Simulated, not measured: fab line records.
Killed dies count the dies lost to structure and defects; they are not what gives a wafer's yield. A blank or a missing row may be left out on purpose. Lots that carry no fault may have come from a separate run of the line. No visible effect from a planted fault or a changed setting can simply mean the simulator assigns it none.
Chamber matching -- flow n5_finfet -- N5_BEOL_M10_ALD_74 on ald_metal-04: 4 sister chambers
The step deposits TaN, target thk 2 nm, pulse time 2 s, purge time 3 s. 16 wafers are shown with their chamber, then 8 later ones without.

WAFERS, EACH WITH ITS CHAMBER
wafer,chamber,heater_power_w (W)
L077.1,1,500
L077.3,2,485
L077.5,1,490
L075.3,3,489
L075.4,1,480
L075.5,2,509
L079.1,3,488
L079.4,2,490
L079.6,1,505
L081.1,2,487
L081.4,3,492
L081.6,2,502
L083.1,2,490
L083.2,0,407
L083.4,3,494
L082.1,3,462

SIGNATURES (means of the wafers above)
reading,chamber 0,chamber 1,chamber 2,chamber 3,scatter within a chamber
heater_power_w,407.00,493.75,493.83,485.00,11.2
Rule: a wafer lies at a distance from a chamber equal to the root of the sum of squares, over the readings, of (its reading less the chamber's mean, divided by the reading's scatter). If the next closest chamber is less than 2 further off than the closest, the wafer can't be placed; otherwise it belongs to the closest. The scatter: take each reading less its chamber's mean, square it, sum over the shown wafers, divide by the number of wafers less the number of chambers, and take the root.

WAFERS WHOSE CHAMBER IS MISSING
wafer,heater_power_w (W)
L082.4,497
L082.6,498
L084.3,496
L084.5,492
L084.6,497
L089.2,488
L089.3,501
L089.6,488

EACH ONE'S CHAMBER
wafer,from the rows above,in truth
L082.4,can't be placed: 2 or 1 or 3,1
L082.6,can't be placed: 2 or 1 or 3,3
L084.3,can't be placed: 2 or 1 or 3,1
L084.5,can't be placed: 1 or 2 or 3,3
L084.6,can't be placed: 2 or 1 or 3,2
L089.2,can't be placed: 3 or 1 or 2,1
L089.3,can't be placed: 2 or 1 or 3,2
L089.6,can't be placed: 3 or 1 or 2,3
0 of 8 placed correctly. Cannot be placed on the basis of these rows: 8; the candidates contain the true chamber in 8. Wrongly placed: 0.
